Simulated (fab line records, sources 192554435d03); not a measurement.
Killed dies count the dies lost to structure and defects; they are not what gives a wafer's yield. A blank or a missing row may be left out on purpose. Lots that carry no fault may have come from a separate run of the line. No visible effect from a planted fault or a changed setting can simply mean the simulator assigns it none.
Chamber matching | flow n5_finfet | rie_diel-05 running N5_BEOL_M4_ETCH_69: 4 sister chambers
The step etches SiARC in CF4, target depth 15.6 nm, time 26 s. 8 wafers are shown with their chamber, then 7 later ones without.

## WAFERS PAIRED WITH THEIR CHAMBERS
wafer  | chamber | throttle_valve_pct (%) | drypump_motor_current_A (A)
L077.5 | 0       | 15.28                  | 5.7
L079.2 | 1       | 15.72                  | 5.5
L081.1 | 0       | 15.28                  | 5.7
L081.2 | 1       | 15.72                  | 5.5
L081.3 | 2       | 15.50                  | 5.5
L081.6 | 2       | 15.48                  | 5.4
L083.3 | 3       | 15.50                  | 5.8
L083.4 | 3       | 15.48                  | 5.8

## WAFERS WITH NO CHAMBER GIVEN
wafer  | throttle_valve_pct (%) | drypump_motor_current_A (A)
L083.5 | 15.51                  | 5.5
L085.2 | 15.74                  | 5.5
L085.4 | 15.49                  | 5.8
L085.5 | 15.49                  | 5.5
L094.1 | 15.55                  | 5.8
L094.4 | 15.55                  | 5.5
L094.6 | 15.56                  | 5.5

## WHICH CHAMBER EACH WENT THROUGH
wafer  | from the rows above | in truth
L083.5 | 2                   | 2
L085.2 | 1                   | 1
L085.4 | 3                   | 3
L085.5 | 2                   | 2
L094.1 | 3                   | 3
L094.4 | 2                   | 2
L094.6 | 2                   | 2
7 of 7 placed correctly. Can't be placed from these rows: 0. Wrongly placed: 0.
How it was worked out, from the rows above alone: a wafer's distance from a chamber is the root of the sum, over the readings, of the square of ((its reading less the chamber's mean) divided by the reading's scatter). The wafer belongs to the nearest chamber; if the next one is less than 2 further off, it can't be placed. A chamber's mean is the mean of its shown wafers. The scatter: take each reading less its chamber's mean, square it, sum over the shown wafers, divide by the number of wafers less the number of chambers, and take the root.
